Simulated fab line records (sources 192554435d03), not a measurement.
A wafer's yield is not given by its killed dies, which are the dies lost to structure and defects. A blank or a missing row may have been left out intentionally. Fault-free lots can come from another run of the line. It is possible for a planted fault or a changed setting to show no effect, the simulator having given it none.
Chamber matching -- flow n5_finfet -- N5_FIN_SAQP_ETCH_64 on rie_si-04: 4 sister chambers
The step etches SiO2 in CF4, target depth 1.5 nm. 4 wafers are shown with their chamber, then 7 later ones without.

== WAFERS PAIRED WITH THEIR CHAMBERS ==
wafer,chamber,drypump_motor_current_A (A)
L087.5,1,5.1
L094.4,3,5.9
L095.1,2,6.1
L095.4,0,6.4

== WAFERS WITH NO CHAMBER GIVEN ==
wafer,drypump_motor_current_A (A)
L095.5,5.1
L096.1,6.1
L096.2,5.1
L096.3,6.4
L097.1,6.1
L097.2,5.9
L097.6,5.8

== CHAMBER TAKEN BY EACH ==
wafer,from the rows above,in truth
L095.5,1,1
L096.1,2,2
L096.2,1,1
L096.3,0,0
L097.1,2,2
L097.2,3,3
L097.6,3,3
Correctly placed: 7 of 7. Can't be placed from these rows: 0. 0 placed wrongly.
How it was worked out, from the rows above alone: a wafer's distance from a chamber is the root of the sum, over the readings, of the square of ((its reading less the chamber's mean) divided by the reading's scatter). The wafer belongs to the nearest chamber; if the next one is less than 2 further off, it can't be placed. Each chamber's mean is taken over the wafers shown for it. The scatter: root of mean squared gap, hidden wafer to nearest shown wafer, with one shown wafer a chamber.
